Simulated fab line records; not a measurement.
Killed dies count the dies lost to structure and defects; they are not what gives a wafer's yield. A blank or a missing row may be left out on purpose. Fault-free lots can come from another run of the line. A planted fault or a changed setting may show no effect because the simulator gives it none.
Which tool did it? | flow n5_finfet | 24 lots with 72 wafers sampled at 6 steps, on a route of 1938 steps

== WHAT THE GAUGES SHOWED, per wafer ==
N5_BEOL_M2_CD_MEAS_35: target cd 18 nm, target cd y 22.2 nm. Usual: cd_nm at 18.1 nm, with a standard deviation of 0.31.
lot  | measured     | on        | cd_nm (nm)     | flag
L074 | day 7 01:56  | cd_sem-02 | 18.0 18.0 18.3 |
L075 | day 7 12:51  | cd_sem-02 | 17.6 17.9 18.5 |
L076 | day 7 15:58  | cd_sem-01 | 18.0 18.9 18.6 |
L078 | day 7 21:59  | cd_sem-02 | 18.0 18.1 17.9 |
L079 | day 8 05:08  | cd_sem-01 | 18.4 18.2 18.3 |
L077 | day 8 10:06  | cd_sem-01 | 18.4 18.3 18.1 |
L080 | day 8 13:21  | cd_sem-02 | 17.9 17.6 17.9 |
L081 | day 8 18:22  | cd_sem-01 | 17.9 18.0 17.9 |
L082 | day 9 10:26  | cd_sem-01 | 18.3 18.6 17.9 |
L083 | day 9 14:05  | cd_sem-03 | 17.4 17.8 18.1 |
L084 | day 9 17:23  | cd_sem-02 | 17.5 18.2 18.0 |
L085 | day 9 20:44  | cd_sem-01 | 18.4 18.4 18.0 |
L086 | day 10 04:28 | cd_sem-03 | 18.2 17.8 18.2 |
L087 | day 10 08:28 | cd_sem-01 | 18.2 17.8 18.1 |
L088 | day 10 16:55 | cd_sem-01 | 18.7 18.1 18.2 |
L089 | day 10 20:27 | cd_sem-03 | 17.9 18.6 18.4 |
L090 | day 11 04:55 | cd_sem-01 | 18.3 17.7 18.0 |
L091 | day 11 09:45 | cd_sem-01 | 18.3 18.3 18.0 |
L092 | day 11 22:25 | cd_sem-02 | 18.2 17.8 17.4 |
L094 | day 12 04:04 | cd_sem-03 | 17.6 17.6 17.7 |
L093 | day 12 05:54 | cd_sem-03 | 17.6 18.0 18.2 |
L095 | day 12 12:22 | cd_sem-03 | 17.5 18.1 18.3 |
L096 | day 12 12:28 | cd_sem-03 | 17.9 18.0 18.2 |
L097 | day 12 19:43 | cd_sem-03 | 17.9 18.2 18.1 |

N5_BEOL_M3_THK_MEAS_01. Usual: M3_ILD_THK gives 78.8 nm (standard deviation 0.89).
lot  | measured     | on            | M3_ILD_THK (nm) | flag
L074 | day 7 08:43  | film_metro-01 | 77.5 78.6 79.2  |
L075 | day 7 18:38  | film_metro-02 | 78.6 77.7 79.2  |
L076 | day 7 19:56  | film_metro-01 | 78.2 79.9 78.7  |
L078 | day 8 01:44  | film_metro-01 | 76.9 78.0 80.3  |
L079 | day 8 08:58  | film_metro-02 | 78.4 79.0 78.7  |
L077 | day 8 14:03  | film_metro-02 | 78.1 80.2 79.5  |
L080 | day 8 17:34  | film_metro-02 | 77.2 78.0 81.0  |
L081 | day 8 22:12  | film_metro-02 | 79.3 80.4 79.9  |
L082 | day 9 14:32  | film_metro-02 | 77.3 79.2 79.0  |
L083 | day 9 18:48  | film_metro-02 | 77.3 78.0 80.4  |
L084 | day 9 21:56  | film_metro-01 | 77.8 78.3 78.5  |
L085 | day 10 00:41 | film_metro-02 | 79.5 80.5 79.6  |
L086 | day 10 08:41 | film_metro-02 | 78.7 79.2 80.0  |
L087 | day 10 14:35 | film_metro-01 | 78.2 78.7 79.5  |
L088 | day 10 21:26 | film_metro-02 | 78.4 80.0 78.4  |
L089 | day 11 00:12 | film_metro-01 | 77.8 78.1 77.1  |
L090 | day 11 08:55 | film_metro-01 | 77.8 79.0 80.6  |
L091 | day 11 13:58 | film_metro-02 | 77.6 78.1 78.7  |
L092 | day 12 02:50 | film_metro-02 | 78.5 79.3 78.2  |
L094 | day 12 08:44 | film_metro-01 | 77.9 78.4 78.4  |
L093 | day 12 11:53 | film_metro-02 | 79.0 78.9 79.5  |
L095 | day 12 16:10 | film_metro-02 | 78.7 77.6 81.1  |
L096 | day 12 16:32 | film_metro-02 | 79.3 80.0 80.5  |
L097 | day 12 23:20 | film_metro-01 | 78.6 78.2 78.9  |

N5_BEOL_M3_CD_MEAS_28: target cd 25.7 nm, target cd y 23.3 nm. Usual: cd_nm at 25.68 nm, with a standard deviation of 0.24.
lot  | measured     | on        | cd_nm (nm)        | flag
L074 | day 7 12:16  | cd_sem-03 | 25.55 25.95 25.49 |
L075 | day 7 22:05  | cd_sem-02 | 25.60 25.86 25.61 |
L076 | day 7 22:16  | cd_sem-03 | 25.84 25.49 25.74 |
L078 | day 8 05:43  | cd_sem-01 | 25.74 25.67 25.94 |
L079 | day 8 11:47  | cd_sem-03 | 25.94 25.62 25.44 |
L077 | day 8 15:56  | cd_sem-02 | 25.39 25.68 25.59 |
L080 | day 8 19:39  | cd_sem-03 | 25.51 25.70 25.66 |
L081 | day 9 01:35  | cd_sem-01 | 25.31 25.80 25.79 |
L082 | day 9 15:59  | cd_sem-03 | 25.66 25.58 25.91 |
L083 | day 9 22:30  | cd_sem-02 | 25.65 25.86 25.80 |
L084 | day 10 01:23 | cd_sem-01 | 25.81 25.80 25.87 |
L085 | day 10 02:29 | cd_sem-02 | 25.94 25.45 25.92 |
L086 | day 10 12:01 | cd_sem-01 | 25.74 25.83 25.95 |
L087 | day 10 18:46 | cd_sem-02 | 25.97 25.52 25.98 |
L088 | day 11 00:49 | cd_sem-03 | 25.63 25.95 25.71 |
L089 | day 11 05:08 | cd_sem-03 | 25.77 25.50 25.99 |
L090 | day 11 10:47 | cd_sem-01 | 25.44 25.60 25.18 |
L091 | day 11 15:54 | cd_sem-02 | 25.82 25.47 26.07 |
L092 | day 12 05:17 | cd_sem-03 | 25.63 25.65 25.12 |
L094 | day 12 12:59 | cd_sem-03 | 25.51 25.31 25.65 |
L093 | day 12 13:41 | cd_sem-01 | 26.07 25.71 25.69 |
L095 | day 12 17:41 | cd_sem-03 | 26.11 25.51 25.97 |
L096 | day 12 20:37 | cd_sem-03 | 25.43 26.12 25.87 |
L097 | day 13 03:33 | cd_sem-02 | 25.64 25.27 25.77 |

== EACH LOT AND THE TOOL THAT RAN IT (in order: tool; ch and the chambers of the sampled wafers; start) ==
lot  | N5_BEOL_M2_DEGAS_44          | N5_BEOL_M2_ANNEAL_95         | N5_BEOL_M2_CO_CAP_55
L074 | pvd_sputter-01, day 7 04:34  | pvd_sputter-01, day 7 07:04  | cvd_co-02 ch 0,1, day 7 08:24
L075 | pvd_sputter-02, day 7 13:26  | pvd_sputter-03, day 7 17:13  | cvd_co-02 ch 0,2, day 7 18:19
L076 | pvd_sputter-02, day 7 16:13  | pvd_sputter-02, day 7 18:38  | cvd_co-01 ch 1,2, day 7 19:38
L078 | pvd_sputter-02, day 7 22:02  | pvd_sputter-01, day 8 00:25  | cvd_co-01 ch 0,1,2, day 8 01:25
L079 | pvd_sputter-01, day 8 05:20  | pvd_sputter-03, day 8 07:39  | cvd_co-01 ch 0,1,2, day 8 08:39
L077 | pvd_sputter-03, day 8 10:22  | pvd_sputter-01, day 8 12:38  | cvd_co-02 ch 0,1, day 8 13:44
L080 | pvd_sputter-02, day 8 13:58  | pvd_sputter-02, day 8 16:15  | cvd_co-01 ch 0,1, day 8 17:16
L081 | pvd_sputter-03, day 8 18:28  | pvd_sputter-01, day 8 20:53  | cvd_co-02 ch 0,1,2, day 8 21:53
L082 | pvd_sputter-01, day 9 10:55  | pvd_sputter-01, day 9 13:11  | cvd_co-01 ch 0,1,2, day 9 14:12
L083 | pvd_sputter-01, day 9 14:38  | pvd_sputter-02, day 9 17:27  | cvd_co-02 ch 0,2, day 9 18:28
L084 | pvd_sputter-01, day 9 17:44  | pvd_sputter-02, day 9 20:16  | cvd_co-01 ch 0,1,2, day 9 21:35
L085 | pvd_sputter-03, day 9 20:58  | pvd_sputter-02, day 9 23:19  | cvd_co-01 ch 0,1,2, day 10 00:19
L086 | pvd_sputter-03, day 10 05:07 | pvd_sputter-03, day 10 07:20 | cvd_co-01 ch 0,1,2, day 10 08:21
L087 | pvd_sputter-03, day 10 10:19 | pvd_sputter-02, day 10 12:46 | cvd_co-02 ch 0,1, day 10 14:14
L088 | pvd_sputter-02, day 10 17:35 | pvd_sputter-03, day 10 20:04 | cvd_co-01 ch 0,1, day 10 21:04
L089 | pvd_sputter-03, day 10 20:35 | pvd_sputter-03, day 10 22:47 | cvd_co-02 ch 0,2, day 10 23:52
L090 | pvd_sputter-03, day 11 05:07 | pvd_sputter-02, day 11 07:34 | cvd_co-02 ch 0,1,2, day 11 08:35
L091 | pvd_sputter-01, day 11 10:01 | pvd_sputter-02, day 11 12:28 | cvd_co-02 ch 0,1, day 11 13:38
L092 | pvd_sputter-02, day 11 22:55 | pvd_sputter-01, day 12 01:31 | cvd_co-01 ch 1,2, day 12 02:31
L094 | pvd_sputter-01, day 12 04:48 | pvd_sputter-02, day 12 07:08 | cvd_co-01 ch 0,1,2, day 12 08:25
L093 | pvd_sputter-03, day 12 08:08 | pvd_sputter-02, day 12 10:26 | cvd_co-02 ch 0,2, day 12 11:28
L095 | pvd_sputter-01, day 12 12:33 | pvd_sputter-01, day 12 14:50 | cvd_co-01 ch 0,1, day 12 15:50
L096 | pvd_sputter-01, day 12 12:50 | pvd_sputter-02, day 12 15:12 | cvd_co-02 ch 0,1,2, day 12 16:13
L097 | pvd_sputter-02, day 12 19:45 | pvd_sputter-01, day 12 21:58 | cvd_co-02 ch 0,2, day 12 23:01
- N5_BEOL_M2_DEGAS_44: time 60 s.
- N5_BEOL_M2_ANNEAL_95: time 240 s.
- N5_BEOL_M2_CO_CAP_55: material Co, precursor CCTBA/H2, target thk 2 nm, time 102.1 s.

== AS READ BY THE TOOLS THEMSELVES (means over the sampled wafers that have a number; for cases with no such wafer, the mark the record gives instead) ==
N5_BEOL_M2_DEGAS_44. Usual: heater_power_w at 323 W, with a standard deviation of 38.
lot  | tool           | heater_power_w (W) | flag
L074 | pvd_sputter-01 | 389                |
L075 | pvd_sputter-02 | 340                |
L076 | pvd_sputter-02 | 325                |
L078 | pvd_sputter-02 | 330                |
L079 | pvd_sputter-01 | 296                |
L077 | pvd_sputter-03 | 301                |
L080 | pvd_sputter-02 | 341                |
L081 | pvd_sputter-03 | 303                |
L082 | pvd_sputter-01 | 387                |
L083 | pvd_sputter-01 | 331                |
L084 | pvd_sputter-01 | 351                |
L085 | pvd_sputter-03 | 305                |
L086 | pvd_sputter-03 | 303                |
L087 | pvd_sputter-03 | 301                |
L088 | pvd_sputter-02 | 316                |
L089 | pvd_sputter-03 | 299                |
L090 | pvd_sputter-03 | 305                |
L091 | pvd_sputter-01 | 354                |
L092 | pvd_sputter-02 | 318                |
L094 | pvd_sputter-01 | 336                |
L093 | pvd_sputter-03 | 305                |
L095 | pvd_sputter-01 | 354                |
L096 | pvd_sputter-01 | 349                |
L097 | pvd_sputter-02 | 321                |

N5_BEOL_M2_ANNEAL_95. Usual: heater_power_w at 810 W, with a standard deviation of 98.
lot  | tool           | heater_power_w (W) | flag
L074 | pvd_sputter-01 | 901                |
L075 | pvd_sputter-03 | 762                |
L076 | pvd_sputter-02 | 728                |
L078 | pvd_sputter-01 | 869                |
L079 | pvd_sputter-03 | 738                |
L077 | pvd_sputter-01 | 877                |
L080 | pvd_sputter-02 | 820                |
L081 | pvd_sputter-01 | 812                |
L082 | pvd_sputter-01 | 828                |
L083 | pvd_sputter-02 | 830                |
L084 | pvd_sputter-02 | 766                |
L085 | pvd_sputter-02 | 788                |
L086 | pvd_sputter-03 | 733                |
L087 | pvd_sputter-02 | 709                |
L088 | pvd_sputter-03 | 756                |
L089 | pvd_sputter-03 | 756                |
L090 | pvd_sputter-02 | 815                |
L091 | pvd_sputter-02 | 761                |
L092 | pvd_sputter-01 | 931                |
L094 | pvd_sputter-02 | 844                |
L093 | pvd_sputter-02 | 832                |
L095 | pvd_sputter-01 | 829                |
L096 | pvd_sputter-02 | 801                |
L097 | pvd_sputter-01 | 803                |

N5_BEOL_M2_CO_CAP_55. Usual: heater_power_w at 218 W, with a standard deviation of 24.
lot  | tool      | heater_power_w (W) | flag
L074 | cvd_co-02 | 206                |
L075 | cvd_co-02 | 225                |
L076 | cvd_co-01 | 232                |
L078 | cvd_co-01 | 224                |
L079 | cvd_co-01 | 220                |
L077 | cvd_co-02 | 228                |
L080 | cvd_co-01 | 220                |
L081 | cvd_co-02 | 216                |
L082 | cvd_co-01 | 223                |
L083 | cvd_co-02 | 243                |
L084 | cvd_co-01 | 222                |
L085 | cvd_co-01 | 219                |
L086 | cvd_co-01 | 219                |
L087 | cvd_co-02 | 207                |
L088 | cvd_co-01 | 207                |
L089 | cvd_co-02 | 235                |
L090 | cvd_co-02 | 215                |
L091 | cvd_co-02 | 205                |
L092 | cvd_co-01 | 233                |
L094 | cvd_co-01 | 223                |
L093 | cvd_co-02 | 242                |
L095 | cvd_co-01 | 222                |
L096 | cvd_co-02 | 216                |
L097 | cvd_co-02 | 238                |

== THE ANSWER, worked out from the rows above alone ==
Rule: a lot is off if the mean of its wafers that have a number lies more than 3 standard deviations from the usual mean. Also off: a lot with no number at a reading for which 4 or more lots have one. Where the step has rows for the other lots, those lots are counted as sound. Order of review: gauges by route order, followed by the tools' own readings, for which a lot's mean as printed above is used. At the first step where some lot is off, the reading lying furthest off is the one used; lots without a number count as furthest.
No lot is off at any reading shown: from this, nothing can be told.

== WHAT THE SIMULATOR HAD INSERTED ==
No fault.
